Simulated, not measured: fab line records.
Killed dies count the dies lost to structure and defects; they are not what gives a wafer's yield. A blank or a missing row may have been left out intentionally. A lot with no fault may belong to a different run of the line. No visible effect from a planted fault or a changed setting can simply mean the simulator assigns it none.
fab line records | flow n5Finfet
record: lots: 5 wafers: 13 lastDay: 17
route steps=1938 shown BEOL_M4@1099 BEOL_M5@1112 BEOL_M10@1500 PASSIVATION@1936
lots that met no fault: taken from a fault-free run of the same line
startH: the number of hours between the record's first day and the start of the first shown wafer of the lot | waitH: hours since the lot's step before | " the same as in the row above | L1.1+2: a single row standing in for several wafers | - no value, or no start given | * or withheld: withheld | < > ~ a bound
route shown NAME@n: a module of which the file shows steps, and the number in the route of the first | usual: average and standard deviation across the fault-free wafers | same: alike in all rows | chamber/n: place in a boat | sites: per-site readings | _std_site: the standard deviation of these | _edge_site: mean of outer sites minus mean of inner sites | radiusMm: how far each site lies from the wafer's centre | mask NAME#n: copy n | behind: the most recent tool/chamber to have shaped the wafer | hold: cause of the lot's hold/its duration in hours/its outcome | device: transistor that didn't switch, given as n, p or np | end of line: tests of these same wafers at the route's end | a step with no rows: only its recipe | killed: not the wafer's yield, but the dies lost to structure and defects at the first sort | map: shows each die of a wafer: x if killed, . if not, _ if none is there
set.NAME: the setting the step ran with; set.NAME@STEP: the setting that earlier step ran with | model.NAME: the simulator's own value behind a step, which no gauge read
a table for each step, a row for each wafer; lots at some steps of the route
== steps ==
step: N5_BEOL_M4_ANNEAL_95
recipe: tempC: 400 timeS: 240 ambient: vacuum
step: N5_BEOL_M4_SPUTTER_96
recipe: material: Cu targetThkA: 45 tempC: -20 chamberPressurePa: 0.07 powerW: withheld timeS: 8.29
step: N5_BEOL_M4_ECD_50
recipe: material: Cu targetThkA: 3000
step: N5_BEOL_M4_ANNEAL_51
recipe: tempC: 225 timeS: 90 ambient: N2
step: N5_BEOL_M4_CMP_52
recipe: stopOn: SiOC tOverpolishS: 6.8 downForcePsi: 1 platenRpm: 50 clearingPlatenDownForcePsi: 1.5 clearingPlatenRpm: 50 postCmpClean: cuAlkaline targetThkNm: 40 clearingPlatenPadVelocityMS: 0.99484 padVelocityMS: 0.99484
step: N5_BEOL_M4_PRE_CLEAN_60
recipe: gas: NH3/H2 timeS: 15 tempC: * rfPowerW: 300
step: N5_BEOL_M4_CO_CAP_55
recipe: material: Co targetThkA: 20 tempC: 200 precursor: CCTBA/H2 pressureTorr: 30 timeS: 102.1
step: N5_BEOL_M4_PRE_CLEAN_56
recipe: gas: NH3 timeS: 15 tempC: withheld rfPowerW: 300
step: N5_BEOL_M4_DEP_57
recipe: material: SiCN targetThkA: 80 tempC: withheld precursor: 3MS/NH3 pressureTorr: 3 rfW: 202 timeS: 14
step: N5_BEOL_M4_RC_MEAS_101
usual: DIBL_N: 36.3/1.7 DIBL_P: 36.5/1.8 IOFF_N: 0.16/0.033 IOFF_P: 0.21/0.037 ION_N: 675/11 ION_P: 462/7.9 SS_N: 71.6/0.64 SS_P: 73.3/0.68 VT_N: 249/3.3 VT_P: -250/3.3
columns lot.wafer tool chamber startH waitH DIBL_N[mV/V] DIBL_P[mV/V] IOFF_N[nA/um] IOFF_P[nA/um] ION_N[uA/um] ION_P[uA/um] SS_N[mV/dec] SS_P[mV/dec] VT_N[mV] VT_P[mV]
L720.1 prober-01 0 223.19 0.0 35.6 36.8 0.16 0.23 691 475 71.3 74.3 248 -250
L720.3 " 0 " " 35.2 35.9 0.15 0.22 679 466 71.8 73.9 252 -250
L720.4 " 0 " " 35.1 37.3 0.16 0.24 684 468 72.2 73.7 250 -249
L723.2 prober-02 0 251.13 0.2 36.7 36.9 0.17 0.20 680 464 71.4 73.0 250 -250
L723.6 " 0 " " 37.2 36.5 0.16 0.20 670 456 71.7 73.1 251 -250
L725.4 prober-02 0 256.97 0.5 38.0 37.2 0.19 0.25 681 467 72.5 73.4 251 -249
L725.6 " 0 " " 37.7 36.5 0.18 0.24 668 461 71.5 73.6 248 -246
L728.3 prober-02 0 270.60 0.3 35.3 37.0 0.18 0.20 682 466 71.7 73.1 244 -251
L728.4 " 0 " " 37.3 39.7 0.21 0.24 679 456 71.7 73.4 247 -249
L728.6 " 0 " " 36.0 37.4 0.18 0.21 665 454 71.7 74.5 246 -249
L731.2 prober-02 0 291.79 0.2 37.9 38.5 0.21 0.22 690 462 72.2 73.7 245 -251
L731.3 " 0 " " 35.1 35.3 0.16 0.20 684 465 71.2 73.2 247 -254
L731.6 " 0 " " 39.6 40.9 0.26 0.30 693 471 72.1 75.5 242 -247
step: N5_BEOL_M5_ILD_DEP_00
recipe: material: SiCOH_lowk targetThkA: 1406.4 tempC: 300 precursor: DEMS/porogen pressureTorr: 5 rfW: 500 timeS: 25.9
step: N5_BEOL_M5_CURE_79
recipe: tempC: 385 timeS: 240 ambient: He/Ar material: SiCOH_lowk
step: N5_BEOL_M5_PECVD_70
recipe: material: SiO2 targetThkA: 160 tempC: 400 precursor: TEOS/O2 pressureTorr: 5.5 rfW: 450 teosFlowSccm: 53.8 gas: O2 flowSccm: 3000 timeS: 18
step: N5_BEOL_M5_HM_DEP_02
recipe: material: TiN targetThkA: 200 tempC: 25 chamberPressurePa: 0.49996
step: N5_BEOL_M5_COAT_59
recipe: resist: SOC tempC: 250 timeS: 60 spinRpm: 1500 resistThkNm: 60
step: N5_BEOL_M5_COAT_60
recipe: resist: SiARC tempC: 220 timeS: 60 spinRpm: 1500 resistThkNm: 12
step: N5_BEOL_M5_COAT_71
recipe: resist: underlayer tempC: 205 timeS: 60 spinRpm: 1500 resistThkNm: 5
step: N5_BEOL_M5_COAT_05
recipe: resist: CAR-EUV spinRpm: 1500 resistThkNm: 30
step: N5_BEOL_M5_EBR_07
recipe: solvent: PGMEA ebrWidthMm: 1.5
step: N5_BEOL_M5_SOFTBAKE_06
recipe: tempC: 110 timeS: 60 resist: CAR-EUV
step: N5_BEOL_M5_EXPOSE_08
recipe: maskId: M5 na: 0.33 sourceShape: annular sigmaInner: 0.4 sigmaOuter: 0.8 polarization: unpolarized targetCdNm: 28 doseMj: 35.75
step: N5_BEOL_M5_PEB_09
recipe: pebTempC: 100 pebTimeS: 60 resist: CAR-EUV
step: N5_BEOL_M5_DEVELOP_10
recipe: developTimeS: 30 developer: TMAH resist: CAR-EUV rinseLiquid: surfactantRinse dry: airSpin devTempC: 23
step: N5_BEOL_M5_DESCUM_16
recipe: chemistry: O2 timeS: 7 sourcePowerW: 50 biasPowerW: 20 pressureMtorr: 20 rfFrequencyHz: 2.712e+07 tempC: 40 resist: CAR-EUV o2FlowSccm: 225
step: N5_BEOL_M5_ETCH_72
recipe: chemistry: N2/H2 target: underlayer targetDepthA: 65 maskMaterial: CAR-EUV timeS: 5.2 ionEnergyEv: 200 pressureMtorr: 30 sourceW: 840 biasW: 150 n2FlowSccm: 200 h2FlowSccm: 200 ends: cleared
step: N5_BEOL_M5_ETCH_61
recipe: chemistry: CF4 target: SiARC targetDepthA: 156 maskMaterial: CAR-EUV timeS: 26 ionEnergyEv: 80 pressureMtorr: 40 sourceW: 545 biasW: 36 Ar_flow_sccm: 100 cf4FlowSccm: 100 ends: cleared
step: N5_BEOL_M5_ETCH_62
recipe: chemistry: N2/H2 target: SOC targetDepthA: 750 overetchA: 150 maskMaterial: SiARC tempC: 40 timeS: 112.5 ionEnergyEv: 200 pressureMtorr: 30 sourceW: 840 biasW: 150 n2FlowSccm: 200 h2FlowSccm: 200
step: N5_BEOL_M5_STRIP_63
recipe: chemistry: N2/H2 tempC: 40 n2FlowSccm: 200 h2FlowSccm: 200 rfFrequencyHz: 6e+07
step: N5_BEOL_M5_STRIP_73
recipe: chemistry: N2/H2 tempC: 40 n2FlowSccm: 200 h2FlowSccm: 200 rfFrequencyHz: 6e+07
step: N5_BEOL_M5_STRIP_64
recipe: chemistry: CF4 resist: SiARC powerW: 300 biasPowerW: 75 pressureMtorr: 50 cf4FlowSccm: 150 rfFrequencyHz: 6e+07
step: N5_BEOL_M5_HM_OPEN_17
recipe: chemistry: Cl2/BCl3 targetDepthA: 200 overetchA: 60 target: TiN maskMaterial: SOC ionEnergyEv: 150 pressureMtorr: 10 icpW: 1000 biasW: 126 Cl2_flow_sccm: 53.25 bcl3FlowSccm: 21.75 Ar_flow_sccm: 25
step: N5_BEOL_M5_STRIP_19
recipe: chemistry: O2 powerW: 400 tempC: 40 pressureMtorr: 30 rfFrequencyHz: 6e+07 biasPowerW: 0 overashFraction: 0.2 o2FlowSccm: 225
step: N5_BEOL_M5_COAT_65
recipe: resist: SOC tempC: 250 timeS: 60 spinRpm: 1500 resistThkNm: 60
step: N5_BEOL_M5_COAT_66
recipe: resist: SiARC tempC: 220 timeS: 60 spinRpm: 1500 resistThkNm: 12
step: N5_BEOL_M10_PEB_26
recipe: pebTempC: withheld pebTimeS: 60 resist: CAR-ArF
usual: chillPlateTempC: 22.99/0.096
columns lot.wafer tool chamber startH waitH chillPlateTempC
L720.1 lithoTrack-02 0 272.19 0.1 23.04
L720.3 " 0 " " 22.98
L720.4 " 0 " " 22.95
L723.2 lithoTrack-02 0 301.10 0.1 23.11
L723.6 " 0 " " 23.01
L725.4 lithoTrack-02 0 315.94 0.0 23.09
L725.6 " 0 " " 23.09
L728.3 lithoTrack-02 0 324.44 0.0 22.85
L728.4 " 0 " " 22.86
L728.6 " 0 " " 22.86
L731.2 lithoTrack-04 0 347.83 0.1 23.06
L731.3 " 0 " " 23.04
L731.6 " 0 " " 22.89
step: N5_BEOL_M10_CD_MEAS_28
recipe: targetCdNm: 70 landingEnergyEv: 500 detector: seInlens polarity: opening
usual: cdNm: 69.8/1.1
columns lot.wafer tool chamber startH waitH cdNm
L720.1 cdSem-02 0 272.26 - 71.3
L720.3 " 0 " " 70.1
L720.4 " 0 " " 70.5
L723.2 cdSem-02 0 301.17 - 69.6
L723.6 " 0 " " 80.4
L725.4 cdSem-03 0 316.01 - 79.4
L725.6 " 0 " " 80.2
L728.3 cdSem-03 0 324.51 - 68.7
L728.4 " 0 " " 79.4
L728.6 " 0 " " 80.1
L731.2 cdSem-02 0 347.90 - 71.8
L731.3 " 0 " " 70.6
L731.6 " 0 " " 70.9
step: N5_PASSIVATION_PROBE_49
usual: defectLimitedYield: 91.3/1.5 killed_at_M0_to_M3: 34/9.4 killed_at_M4_up: 13/5.3 killedAtContacts: 13/5.7 killedAtFrontEnd: 40/10 killedAtOther: 3.7/2.8 killedDies: 103/17 killedOnRim: 13/4.2 killedOpen: 67/13 killedShort: 35/8.5 sort_bin_4_leakage: 0.00/0.016 sort_bin_5_function: 5.0/0.98 sort_bin_6_memory: 3.3/0.7 sortNPass: 1077/17 sortYieldPct: 91.3/1.5
same: grossDies: 1180 killedAtBackSide: 0 sort_bin_8_speed[%]: 0
columns lot.wafer tool chamber startH waitH defectLimitedYield[%] killed_at_M0_to_M3 killed_at_M4_up killedAtContacts killedAtFrontEnd killedAtOther killedDies killedOnRim killedOpen killedShort sort_bin_4_leakage[%] sort_bin_5_function[%] sort_bin_6_memory[%] sortNPass sortYieldPct[%]
L720.1 prober-02 - 326.67 0.1 91.4 29 14 14 41 3 101 13 70 29 0 4.5 3.7 1079 91.4
L720.3 prober-02 - 326.77 0.2 91.4 36 16 14 34 2 102 15 64 38 0 4.7 3.4 1078 91.4
L720.4 prober-02 - 326.82 0.3 92.5 20 8 12 47 1 88 5 53 34 0 3.6 3.4 1092 92.5
L723.2 prober-01 - 355.57 0.1 91.4 23 14 10 51 4 102 21 59 36 0 4.8 3.1 1078 91.4
L723.6 prober-01 - 355.77 0.3 74.0 24 210 8 63 2 307 75 78 28 0 5.8 2.9 873 74.0
L725.4 prober-01 - 365.31 0.2 79.9 42 145 10 37 3 237 61 59 45 0 5.7 2.7 943 79.9
L725.6 prober-01 - 365.41 0.3 74.7 34 200 9 53 2 298 84 57 54 0 5.0 4.1 882 74.7
L728.3 prober-02 - 374.75 0.1 92.1 25 12 12 41 3 93 7 63 29 0 4.2 3.6 1087 92.1
L728.4 prober-02 - 374.80 0.2 80.1 33 153 10 37 2 235 57 61 27 0 4.2 2.9 945 80.1
L728.6 prober-02 - 374.90 0.3 80.8 30 157 9 30 1 227 64 54 33 0 4.6 2.6 953 80.8
killed by level:class
L720.1 MOL_CONTACT_COAG:geometricParticle:open=10 STI_FIN_REVEAL:geometricParticle:open=9 BEOL_M1:geometricParticle:open=9 GATE_CUT:geometricParticle:short=8 FIN_SAQP:geometricParticle:open=7 BEOL_M0_SAQP:geometricParticle:open=6 DUMMY_GATE:geometricParticle:open=5 BEOL_M3:geometricParticle:open=5
L720.3 MOL_CONTACT_COAG:geometricParticle:open=12 FIN_SAQP:geometricParticle:short=9 BEOL_M1:geometricParticle:open=9 BEOL_M2:geometricParticle:open=8 STI_FIN_REVEAL:geometricParticle:open=5 ILD0:geometricParticle:short=4 BEOL_M0_SAQP:geometricParticle:short=4 BEOL_M1:geometricParticle:short=4
L720.4 STI_FIN_REVEAL:geometricParticle:open=9 FIN_SAQP:geometricParticle:short=8 GATE_CUT:geometricParticle:short=7 MOL_CONTACT_COAG:geometricParticle:open=7 BEOL_M0_SAQP:geometricParticle:open=7 FIN_SAQP:geometricParticle:open=6 MOL_CONTACT_COAG:geometricParticle:short=5 BEOL_M2:geometricParticle:open=5
L723.2 MOL_CONTACT_COAG:geometricParticle:open=10 FIN_SAQP:geometricParticle:short=9 FIN_SAQP:geometricParticle:open=9 BEOL_M3:geometricParticle:open=7 ILD0:geometricParticle:open=6 ILD0:geometricParticle:short=6 BEOL_M4:geometricParticle:open=6 BEOL_M2:geometricParticle:short=5
L723.6 BEOL_M10:areaPeb=201 FIN_SAQP:geometricParticle:open=19 STI_FIN_REVEAL:geometricParticle:open=15 GATE_CUT:geometricParticle:open=8 MOL_CONTACT_COAG:geometricParticle:open=6 BEOL_M3:geometricParticle:open=6 BEOL_M4:geometricParticle:open=6 BEOL_M0_SAQP:geometricParticle:short=5
L725.4 BEOL_M10:areaPeb=133 BEOL_M0_SAQP:geometricParticle:open=13 FIN_SAQP:geometricParticle:short=9 BEOL_M0_SAQP:geometricParticle:short=9 MOL_CONTACT_COAG:geometricParticle:open=7 FIN_SAQP:geometricParticle:open=6 BEOL_M2:geometricParticle:open=6 STI_FIN_REVEAL:geometricParticle:open=5
L725.6 BEOL_M10:areaPeb=187 FIN_SAQP:geometricParticle:short=18 FIN_SAQP:geometricParticle:open=9 STI_FIN_REVEAL:geometricParticle:open=9 BEOL_M4:geometricParticle:short=8 MOL_CONTACT_COAG:geometricParticle:open=7 BEOL_M0_SAQP:geometricParticle:short=6 BEOL_M1:geometricParticle:open=6
L728.3 MOL_CONTACT_COAG:geometricParticle:open=12 BEOL_M3:geometricParticle:open=9 FIN_SAQP:geometricParticle:short=8 STI_FIN_REVEAL:geometricParticle:open=6 GATE_CUT:geometricParticle:short=4 BEOL_M0_SAQP:geometricParticle:short=4 BEOL_M0:geometricParticle:open=4 BEOL_M5:geometricParticle:open=4
L728.4 BEOL_M10:areaPeb=143 MOL_CONTACT_COAG:geometricParticle:open=8 BEOL_M0_SAQP:geometricParticle:open=7 DUMMY_GATE:geometricParticle:open=6 FIN_SAQP:geometricParticle:short=5 BEOL_M3:geometricParticle:open=5 BEOL_M5:geometricParticle:open=5 FIN_SAQP:geometricParticle:open=4
L728.6 BEOL_M10:areaPeb=140 MOL_CONTACT_COAG:geometricParticle:open=8 FIN_SAQP:geometricParticle:open=7 BEOL_M3:geometricParticle:open=7 BEOL_M0_SAQP:geometricParticle:short=6 GATE_CUT:geometricParticle:short=5 BEOL_M0_SAQP:geometricParticle:open=4 BEOL_M5:geometricParticle:open=4
map L723.6 (x killed, . not)
_________________x....x.x...x________________
______________x.x.xx...x.x...xx._____________
___________.....x.....x.......x.xxx__________
__________.......x.x..............x._________
________x..xx.......x....x......x..x.._______
_______.....x..........x.x..x....x...xx______
______.x...................x.........xx._____
_____.x...x.xx.......xx.....x..x..x.x.x.x____
____...............x......x.......x....x..___
___................x.x....x..............x.__
___x..................................xxx..__
__x...................x.xxx.....x..xxxxxxxxx_
__.............x....x.....x.......xxxxxx.xxx_
_xx......x.x......x...........x.x.......xxxxx
_............x.............x......x......x.xx
_x..................................x.x.x.xxx
_.x.....x.x...x...x...x.....x....xx....x...xx
_.......x........................x...x..x.xxx
_..xx.......x...xx............x..x..x.xx..xxx
_.x........x.x.......................xx.xx.x.
_..x.........xx......x.............x.xx.xxxxx
__.....x....x...........x....x.......x..xxxx_
__.x........................xx........xx.xxx_
___.xx..................x..........xxx.xxxx__
___...................x.x........xxx.x.xxxx__
____....xx..................xx...xx..xx.xx___
_____x...x........x.................x.xxx____
______xxxxxxx...xx..xxx.x...x.x.....xxxx_____
_______x..xx........x.xx....x...x.xxxxx______
________..xxx........x.....x.xx.x..xxx_______
__________..x..x.....x..xx.x.xx.xx.._________
___________..x.x..x.xxxxxx..xx....x__________
______________..x.xxxxx.xxxx.x.x_____________
_________________xx..xxxxxx.x________________
map L725.6 (x killed, . not)
_________________x.xx..x..xxx________________
______________....xx...........x_____________
___________...x..xx.....x...x......__________
__________..........xx.........x..xx_________
________..........x.........x......x.x_______
_______.........x.....x..........x..xxx______
______.x...........x..........xx....xx.x_____
_____...x.............x....x.xx...x..x.xx____
____....x....................xx....x..xx..___
___...x..x......xx.................x.xxxxxx__
___...xx..x.........x.......x.x....x.xxx.xx__
__.......x.................x........x.x..x.x_
__......................x...........x.x.xxxx_
_.x...........x............xx......x.....xxxx
_x........x..x..x...x.........x.....x.x.xxxxx
_..................x.............x...x..xxx.x
_...x.x.............x...x........x...xx.xxx.x
_.....x............x....x.........x........xx
_xx...x......x......x..................x.x.xx
_..x............................x...xx.x.xx.x
_x.xx............x.x........x..x.x..xx.xxxxxx
__x..xx..x...................x.....x..x.xx.x_
__...........x....x.........x........xxx.xxx_
___xx.x................x.............xxxxxx__
___.......x.....x.x............x.x..x...x.x__
____.x.x...xx.......x.xx.xx.x......x.x.xxx___
_____x..x..............xx.......x..x.xx.x____
______......x...............x...xxx.xxxx_____
_______xx...............x.....xx..xxxxx______
________xx...x.......x...x........xxxx_______
__________x.....x........x.x..x.xx.x_________
___________x.xx.xxx...x.x...xx.xxxx__________
______________.xxxx...xx.xxxxxxx_____________
_________________x.x...xxxxx.________________
== key ==
firstSign: step: N5_BEOL_M10_CD_MEAS_28 reading: cdNm direction: up sigmas: 9.2 usual: 69.8 struck: 79.9
effect: step: N5_PASSIVATION_PROBE_49 reading: killed_at_M4_up direction: up sigmas: 30 usual: 13 struck: 173
moreKillsBornAt: N5_BEOL_M10_PEB_26@lithoTrack-02: 804
metAt N5_BEOL_M10_PEB_26
struckWafers L723.6,L725.4,L725.6,L728.4,L728.6
onsetBetween 272.19 301.10
fault: kind: processParameterDrift tool: lithoTrack-02 chamber: - onsetH: 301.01 steps: N5_BEOL_M10_PEB_26 channel: pebTimeS offset: * shape: step endH: 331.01 scope: struckWafersOnly actsIn: * stated: *
